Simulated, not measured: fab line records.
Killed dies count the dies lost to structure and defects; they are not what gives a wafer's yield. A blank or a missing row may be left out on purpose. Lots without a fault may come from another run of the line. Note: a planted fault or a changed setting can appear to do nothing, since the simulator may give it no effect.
Which of the tools did it? | flow n5-finfet | 72 wafers from 24 lots sampled at 3 of the route's 1938 steps

## WHAT EACH GAUGE READ, for each wafer
N5_MOL_CONTACT_COAG_CD_MEAS_137: target cd 16 nm. Usual: 15.9 nm for cd-nm, sd 0.31.
lot  | measured     | on        | cd-nm (nm)     | flag
L074 | day 5 03:34  | cd-sem-03 | 15.8 15.4 16.1 |
L075 | day 5 08:53  | cd-sem-03 | 16.1 15.9 16.3 |
L076 | day 5 18:52  | cd-sem-02 | 15.3 15.6 15.7 |
L077 | day 5 19:32  | cd-sem-03 | 16.3 16.7 16.4 |
L078 | day 6 00:31  | cd-sem-02 | 15.9 15.8 15.9 |
L079 | day 6 12:50  | cd-sem-02 | 15.9 15.6 16.3 |
L081 | day 6 20:47  | cd-sem-03 | 17.2 16.0 16.5 |
L080 | day 6 21:26  | cd-sem-02 | 16.1 15.5 15.9 |
L082 | day 7 07:16  | cd-sem-01 | 16.1 16.1 16.1 |
L083 | day 7 10:59  | cd-sem-03 | 15.9 16.4 16.1 |
L084 | day 7 20:47  | cd-sem-02 | 15.9 15.5 16.0 |
L085 | day 8 01:23  | cd-sem-02 | 16.1 16.4 16.2 |
L086 | day 8 08:16  | cd-sem-02 | 16.1 16.0 15.4 |
L087 | day 8 13:25  | cd-sem-02 | 15.8 15.5 15.6 |
L088 | day 8 14:14  | cd-sem-02 | 16.0 15.6 16.2 |
L089 | day 9 02:33  | cd-sem-01 | 15.6 15.9 16.3 |
L090 | day 9 07:30  | cd-sem-02 | 16.1 16.1 15.9 |
L091 | day 9 08:43  | cd-sem-01 | 15.7 16.1 15.8 |
L092 | day 9 12:43  | cd-sem-01 | 16.4 16.2 15.9 |
L093 | day 9 23:24  | cd-sem-02 | 16.0 15.9 15.8 |
L094 | day 10 03:29 | cd-sem-02 | 15.8 16.1 16.4 |
L095 | day 10 09:31 | cd-sem-03 | 15.6 16.5 16.3 |
L096 | day 10 15:52 | cd-sem-01 | 16.0 16.2 15.7 |
L097 | day 11 00:34 | cd-sem-03 | 15.7 15.9 16.0 |

N5_MOL_CONTACT_COAG_CD_MEAS_40: target cd 25.1 nm. Usual: 25.17 nm for cd-nm, sd 0.22.
lot  | measured     | on        | cd-nm (nm)        | flag
L074 | day 5 03:53  | cd-sem-01 | 25.09 25.20 25.35 |
L075 | day 5 09:12  | cd-sem-02 | 25.13 25.06 25.31 |
L076 | day 5 19:11  | cd-sem-02 | 25.24 25.25 25.21 |
L077 | day 5 19:50  | cd-sem-03 | 25.26 24.99 25.66 |
L078 | day 6 00:58  | cd-sem-01 | 25.06 25.45 25.23 |
L079 | day 6 13:10  | cd-sem-03 | 25.15 25.45 24.95 |
L081 | day 6 21:14  | cd-sem-01 | 25.14 25.30 25.37 |
L080 | day 6 21:46  | cd-sem-03 | 25.35 25.11 25.00 |
L082 | day 7 07:35  | cd-sem-02 | 25.18 24.97 25.20 |
L083 | day 7 11:19  | cd-sem-03 | 25.21 25.64 25.27 |
L084 | day 7 21:06  | cd-sem-02 | 25.01 25.34 25.33 |
L085 | day 8 01:50  | cd-sem-02 | 24.95 25.21 25.31 |
L086 | day 8 08:35  | cd-sem-02 | 25.23 25.00 25.59 |
L087 | day 8 13:44  | cd-sem-03 | 24.69 24.96 24.74 |
L088 | day 8 14:41  | cd-sem-01 | 24.94 24.95 25.60 |
L089 | day 9 02:55  | cd-sem-01 | 25.08 25.09 25.23 |
L090 | day 9 07:51  | cd-sem-03 | 24.79 24.82 24.88 |
L091 | day 9 09:10  | cd-sem-03 | 25.63 25.45 24.97 |
L092 | day 9 13:04  | cd-sem-03 | 25.06 25.32 25.14 |
L093 | day 9 23:43  | cd-sem-02 | 25.13 24.91 25.05 |
L094 | day 10 03:50 | cd-sem-02 | 24.88 25.17 24.85 |
L095 | day 10 10:41 | cd-sem-03 | 25.51 25.28 25.15 |
L096 | day 10 16:19 | cd-sem-02 | 25.35 24.69 25.28 |
L097 | day 11 01:01 | cd-sem-01 | 25.35 25.35 24.85 |

## WHAT TOOL EACH LOT RAN ON (gives the tool, then ch and the chambers of the sampled wafers, and finally the start)
lot  | N5_MOL_CONTACT_COAG_ETCHBACK_132
L074 | rie-diel-06 ch 0,1,3, day 5 03:04
L075 | rie-diel-06 ch 0,1,3, day 5 08:23
L076 | rie-diel-01 ch 0,1, day 5 18:20
L077 | rie-diel-01 ch 2,3, day 5 19:02
L078 | rie-diel-06 ch 0,2,3, day 6 00:02
L079 | rie-diel-01 ch 1,2,3, day 6 12:20
L081 | rie-diel-05 ch 0,1,2, day 6 20:17
L080 | rie-diel-05 ch 0,1, day 6 20:57
L082 | rie-diel-05 ch 1,2, day 7 06:43
L083 | rie-diel-05 ch 1,2, day 7 10:30
L084 | rie-diel-05 ch 0,1,2, day 7 20:16
L085 | rie-diel-01 ch 0,1,3, day 8 00:53
L086 | rie-diel-01 ch 0,1,3, day 8 07:46
L087 | rie-diel-06 ch 0,3, day 8 12:55
L088 | rie-diel-01 ch 1,3, day 8 13:44
L089 | rie-diel-06 ch 1,2,3, day 9 02:04
L090 | rie-diel-05 ch 0,3, day 9 07:01
L091 | rie-diel-06 ch 2,3, day 9 08:14
L092 | rie-diel-06 ch 0,2,3, day 9 12:13
L093 | rie-diel-01 ch 1,2,3, day 9 22:54
L094 | rie-diel-05 ch 1,2, day 10 03:00
L095 | rie-diel-06 ch 1,2,3, day 10 09:01
L096 | rie-diel-05 ch 1,2,3, day 10 15:18
L097 | rie-diel-05 ch 0,1,2, day 11 00:04
- N5_MOL_CONTACT_COAG_ETCHBACK_132: etches SiO2 in CHF3, target depth 10 nm, time 6.7 s.

## WHAT THE TOOLS THEMSELVES READ (means of the sampled wafers that have a number; where no wafer has one, the mark that the record gives instead)
N5_MOL_CONTACT_COAG_ETCHBACK_132. Usual: drypump-motor-current-A 5.6 A, standard deviation 0.53; oes-product-au 0.77 a.u., standard deviation 0.077; rf-vpp-V 530 V, standard deviation 7.9; showerhead-plenum-p-Torr 2.42 Torr, standard deviation 0.067; throttle-valve-pct 18.80 %, standard deviation 0.22.
lot  | tool        | drypump-motor-current-A (A) | oes-product-au (a.u.) | rf-vpp-V (V) | showerhead-plenum-p-Torr (Torr) | throttle-valve-pct (%) | flag
L074 | rie-diel-06 | 5.3                         | 0.82                  | 525          | 2.36                            | 18.69                  |
L075 | rie-diel-06 | 5.3                         | 0.81                  | 526          | 2.36                            | 18.70                  |
L076 | rie-diel-01 | 5.4                         | 0.81                  | 534          | 2.33                            | 18.79                  |
L077 | rie-diel-01 | 5.8                         | 0.75                  | 524          | 2.47                            | 18.93                  |
L078 | rie-diel-06 | 5.8                         | 0.78                  | 529          | 2.38                            | 18.79                  |
L079 | rie-diel-01 | 5.7                         | 0.72                  | 526          | 2.43                            | 18.99                  |
L081 | rie-diel-05 | 5.8                         | 0.74                  | 536          | 2.45                            | 18.87                  |
L080 | rie-diel-05 | 6.0                         | 0.77                  | 538          | 2.45                            | 18.79                  |
L082 | rie-diel-05 | 5.3                         | 0.73                  | 542          | 2.48                            | 19.00                  |
L083 | rie-diel-05 | 5.3                         | 0.74                  | 541          | 2.48                            | 18.99                  |
L084 | rie-diel-05 | 5.8                         | 0.72                  | 535          | 2.44                            | 18.89                  |
L085 | rie-diel-01 | 5.4                         | 0.84                  | 533          | 2.37                            | 18.86                  |
L086 | rie-diel-01 | 5.4                         | 0.83                  | 532          | 2.37                            | 18.85                  |
L087 | rie-diel-06 | 5.2                         | 0.81                  | 529          | 2.33                            | 18.72                  |
L088 | rie-diel-01 | 5.7                         | 0.87                  | 529          | 2.38                            | 18.79                  |
L089 | rie-diel-06 | 5.9                         | 0.72                  | 525          | 2.40                            | 18.83                  |
L090 | rie-diel-05 | 6.0                         | 0.79                  | 525          | 2.46                            | 18.50                  |
L091 | rie-diel-06 | 6.3                         | 0.70                  | 528          | 2.41                            | 18.91                  |
L092 | rie-diel-06 | 5.8                         | 0.76                  | 529          | 2.37                            | 18.83                  |
L093 | rie-diel-01 | 5.8                         | 0.79                  | 526          | 2.41                            | 18.89                  |
L094 | rie-diel-05 | 5.3                         | 0.71                  | 540          | 2.47                            | 19.03                  |
L095 | rie-diel-06 | 5.9                         | 0.72                  | 524          | 2.40                            | 18.85                  |
L096 | rie-diel-05 | 5.5                         | 0.75                  | 536          | 2.48                            | 18.81                  |
L097 | rie-diel-05 | 5.8                         | 0.82                  | 536          | 2.43                            | 18.80                  |

## THE ANSWER, worked out from the rows above alone
Rule: a lot counts as off when the mean over its wafers that have a number is more than 3 standard deviations away from the usual mean. A lot without any number at a reading at which 4 lots or more have one is off too. Any other lot the step has rows for is counted as sound. Order of review: gauges by route order, followed by the tools' own readings, for which a lot's mean as printed above is used. The first step at which some lot is off is used, and at that step the reading that is off furthest; a lot without a number counts as furthest.
No lot is off on any of the readings shown, so nothing can be concluded from this.

## WHAT THE SIMULATOR HAD INSERTED
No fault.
